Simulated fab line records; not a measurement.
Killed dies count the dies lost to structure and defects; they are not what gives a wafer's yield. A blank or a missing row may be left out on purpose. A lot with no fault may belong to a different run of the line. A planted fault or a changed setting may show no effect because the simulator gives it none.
Struck lot and sound lot, side by side    flow n5 finfet    14 out of 1938 route steps
Sound: the wafers L970.1, L970.4, L970.5. Struck: wafer L982.1 (left out: L982.3, L982.5 of the same lot, which were not struck); the cause appears at the end.
Order at every step that has rows: each side's tool, ch and its chambers, its first start. Under that, the readings that differ: sound wafers    struck wafers    difference of the means    sigmas: that difference in standard deviations of wafers without a fault.
alike: readings whose means differ by less than 2 such deviations, and words and numbers that are the same on both sides. not compared: withheld readings, readings that some wafer has no value for, bounds like >300 that may hide the same value, and numbers for which the record gives no deviation and whose values overlap.
The two part at a step that has a row with sigmas, a row that says differs or no value, or rows on one side only. Numbers that don't overlap but have no deviation are shown without sigmas and don't part them. A reading that every wafer of one side lacks parts them only if that side has two wafers or more.

first, 7 steps without rows for these wafers: N5_BEOL_M11_COAT_64 (time 60 s, resist thk 30 nm); N5_BEOL_M11_COAT_22 (resist thk 90 nm); N5_BEOL_M11_EBR_24; N5_BEOL_M11_SOFTBAKE_23 (time 60 s); N5_BEOL_M11_EXPOSE_25 (exposes mask V10); N5_BEOL_M11_PEB_26 (peb time 60 s); N5_BEOL_M11_DEVELOP_27 (develop time 30 s).
N5_BEOL_M11_CD_MEAS_28: the cd target is 70 nm.
  sound on cd sem-02 ch 0, day 13 13:20; struck on cd sem-03 ch 0, day 16 23:31
  alike: cd nm
N5_BEOL_M11_OVL_MEAS_29:
  sound on overlay-01 ch 0, day 13 13:22; struck on overlay-01 ch 0, day 16 23:33
  alike: V10_OVL
N5_BEOL_M11_INSPECT_30: inspects for defects (brightfield).
  struck on defect inspect-02, day 16 23:35; sound on defect inspect-01, day 13 13:23
  alike: raw defect count
N5_BEOL_M11_DESCUM_33: chemistry O2, time 7.9 s.
  sound on rie diel-06 ch 0,3, day 13 13:33; struck on rie diel-06 ch 2, day 16 23:37
  alike: drypump motor current A, o2 flow sccm, oes product au, rf vpp V, showerhead plenum p Torr, throttle valve pct
  not compared: rf hours counter h
N5_BEOL_M11_ETCH_65: etches SiARC in CF4, target depth 39 nm, time 65 s.
  sound on rie diel-06 ch 0,3, day 13 13:35; struck on rie diel-06 ch 2, day 16 23:39
  alike: drypump motor current A, etch rf on time s, oes product au, rf vpp V, showerhead plenum p Torr, throttle valve pct
  not compared: rf hours counter h
N5_BEOL_M11_ETCH_66: etches SOC in N2/H2, target depth 120 nm, overetch 24 nm, time 180 s.
  sound on rie diel-06 ch 0,3, day 13 13:38; struck on rie diel-06 ch 2, day 16 23:42
reading                                      sound           struck  difference  sigmas
model.SiARC_of_BEOL_M11_COAT_64.thk nm (nm)  22.6 22.8 22.8  24.4    +1.7        
  alike: drypump motor current A, oes product au, rf vpp V, showerhead plenum p Torr, throttle valve pct
  not compared: rf hours counter h
then, 1 step without rows for these wafers: N5_BEOL_M11_STRIP_69 (strips in N2/H2).

== WHERE THEY PART ==
Nowhere in this record.

WHY: the cause the simulator had injected
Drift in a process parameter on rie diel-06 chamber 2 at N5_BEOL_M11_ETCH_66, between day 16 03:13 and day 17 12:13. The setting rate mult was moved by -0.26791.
